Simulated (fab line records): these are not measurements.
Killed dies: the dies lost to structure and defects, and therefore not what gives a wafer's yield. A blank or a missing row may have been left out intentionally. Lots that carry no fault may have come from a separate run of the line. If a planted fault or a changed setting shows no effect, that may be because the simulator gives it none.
A lot that was struck, set against a sound lot	flow n5Finfet	16 out of 1938 route steps
Sound: these wafers, L565.3, L565.4, L565.6. The struck wafers were L561.1, L561.4. The cause comes at the end.
Order at every step that has rows: each side's tool, ch and its chambers, its first start. Under that, the readings that differ: sound wafers	struck wafers	difference of the means	sigmas: that difference in standard deviations of wafers without a fault.
alike: same words and numbers on both sides, and readings whose means sit less than 2 such deviations apart. not compared: any withheld reading, any reading some wafer has no value for, any bound like >300 that may hide the same value, and any number with overlapping values for which the record gives no deviation.
The two part at a step that has a row with sigmas, a row that says differs or no value, or rows on one side only. Numbers that don't overlap but have no deviation are shown without sigmas and don't part them. A reading missing from all wafers of one side parts the sides only when that side holds two or more wafers.

N5_BEOL_M3_ETCH_41: etches SiCN in CH3F/O2, target depth 29.9 nm, time 52.5 s.
  sound: rieDiel-01 ch 1,2,3; struck: rieDiel-01 ch 0,3
  alike: drypumpMotorCurrentA, oesProductAu, rfVppV, showerheadPlenumPTorr, throttleValvePct
  not compared: rfHoursCounterH
N5_BEOL_M3_STRIP_97: strips in N2/H2, time 10 s.
  sound: rieDiel-01 ch 1,2,3; struck: rieDiel-01 ch 0,3
  alike: drypumpMotorCurrentA, oesProductAu, rfVppV, showerheadPlenumPTorr, throttleValvePct
  not compared: rfHoursCounterH
N5_BEOL_M3_OCD_MEAS_38:
  sound on ocd-02, day 14 14:21; struck on ocd-02, day 14 06:37
  alike: trenchDepthNm
then, 4 steps without rows for these wafers: N5_BEOL_M3_HM_STRIP_39 (strips TiN in peroxide tin strip, target depth 25 nm, time 158 s); N5_BEOL_M3_SRD_40 (time 30 s); N5_BEOL_M3_PRECLEAN_42 (cleans in residue remover, time 60 s); N5_BEOL_M3_SRD_43 (time 30 s).
N5_BEOL_M3_CD_MEAS_35: target cd 18 nm, target cd y 21 nm.
  sound on cdSem-03, day 14 14:37; struck on cdSem-01, day 14 06:47
  alike: cdNm
then, 1 step without rows for these wafers: N5_BEOL_M3_DEGAS_44 (time 60 s).
N5_BEOL_M3_PRE_CLEAN_45: time 30 s.
  sound on pvdSputter-03, day 14 14:50; struck on pvdSputter-01, day 14 06:59
  alike: heaterPowerW
N5_BEOL_M3_ALD_84: deposits TaN, pulse time 2 s, purge time 3 s, co reactant purge time 2 s.
  sound on aldMetal-01 ch 0,1,3, day 14 14:55; struck on aldMetal-02 ch 1,3, day 14 07:03
reading	sound	struck	difference	sigmas
heaterPowerOuterW (W)	215 211 192	243 273	+52	+2
heaterPowerW (W)	393 353 351	472 464	+102	+2
  alike: mfcCarrierSccm, precursorVesselTempC
then, 1 step without rows for these wafers: N5_BEOL_M3_SURFACE_TREAT_85.
N5_BEOL_M3_CVD_47: deposits Co from CCTBA/H2, target thk 3 nm, time 223.8 s.
  sound on cvdCo-01 ch 0,1, day 14 15:26; struck on cvdCo-02 ch 1,2, day 14 07:34
reading	sound	struck	difference	sigmas
runLengthS (s)	247.1 247.9 247.2	136.9 137.9	-110.0	-99 or more
N5_BEOL_M3_SPUTTER_48: material Cu, target thk 4.5 nm, time 8.29 s.
  sound on pvdSputter-02, day 14 17:07; struck on pvdSputter-01, day 14 09:10
  alike: chuckGasFlowSccm, substrateTempC, throttleValvePct
N5_BEOL_M4_RC_MEAS_101:
  sound on prober-02 ch 0, day 17 01:40; struck on prober-02 ch 0, day 15 18:53
  alike: DIBL_N, DIBL_P, IOFF_N, IOFF_P, ION_N, ION_P, SS_N, SS_P, VT_N, VT_P
-- here the record skips 5 days between the struck wafers' starts before and after, leaving off in module BEOL_M4 and picking up in module PASSIVATION (first step shown: number 1936 of the route) --
N5_PASSIVATION_PROBE_49:
  sound on prober-01, day 21 18:35; struck on prober-02, day 20 12:38
reading	sound	struck	difference	sigmas
killed_at_M4_up	24 17 25	8 5	-16	-3
  alike: defectLimitedYield, killed_at_M0_to_M3, killedAtContacts, killedAtFrontEnd, killedAtOther, killedDies, killedOpen, killedShort, sort_bin_5_function, sort_bin_6_memory, sort_bin_8_speed, sortNPass, sortYieldPct

## WHERE THEY PART
First at N5_BEOL_M3_ALD_84; last, within this record, at N5_PASSIVATION_PROBE_49.

WHY: the cause the simulator had injected
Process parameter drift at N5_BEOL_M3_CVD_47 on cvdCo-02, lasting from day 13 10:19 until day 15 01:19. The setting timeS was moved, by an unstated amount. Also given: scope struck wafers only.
